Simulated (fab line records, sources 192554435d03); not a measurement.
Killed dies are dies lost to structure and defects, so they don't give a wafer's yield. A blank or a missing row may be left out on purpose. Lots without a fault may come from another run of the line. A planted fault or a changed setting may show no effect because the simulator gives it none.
Chamber matching | flow n5_finfet | N5_MOL_CONTACT_COAG_ALD_131 on ald_sin-03: 4 sister chambers
The step deposits SiO2, target thk 5 nm, pulse time 1 s, co reactant pulse time 1 s. 4 wafers are shown with their chamber, then 9 later ones without.

WAFERS WITH THEIR CHAMBER
wafer  | chamber | heater_power_w (W)
L086.5 | 3       | 78
L089.2 | 0       | 60
L089.4 | 1       | 81
L089.6 | 2       | 88

WAFERS WITHOUT THEIR CHAMBER
wafer  | heater_power_w (W)
L090.2 | 81
L090.4 | 89
L090.5 | 81
L094.2 | 60
L094.3 | 77
L094.4 | 81
L096.2 | 61
L096.3 | 88
L096.4 | 88

WHICH CHAMBER EACH WENT THROUGH
wafer  | from the rows above | in truth
L090.2 | 1                   | 1
L090.4 | 2                   | 2
L090.5 | 1                   | 1
L094.2 | 0                   | 0
L094.3 | 3                   | 3
L094.4 | 1                   | 1
L096.2 | 0                   | 0
L096.3 | 2                   | 2
L096.4 | 2                   | 2
Placed correctly: 9 of 9. Can't be placed from these rows: 0. Placed wrongly: 0.
How it was worked out, from the rows above alone: a wafer's distance from a chamber is the root of the sum, over the readings, of the square of ((its reading less the chamber's mean) divided by the reading's scatter). The wafer belongs to the nearest chamber; if the next one is less than 2 further off, it can't be placed. A chamber's mean is the mean of its shown wafers. The scatter: with one shown wafer a chamber, the root of the mean of the squares of how far each hidden wafer lies from its nearest shown one.
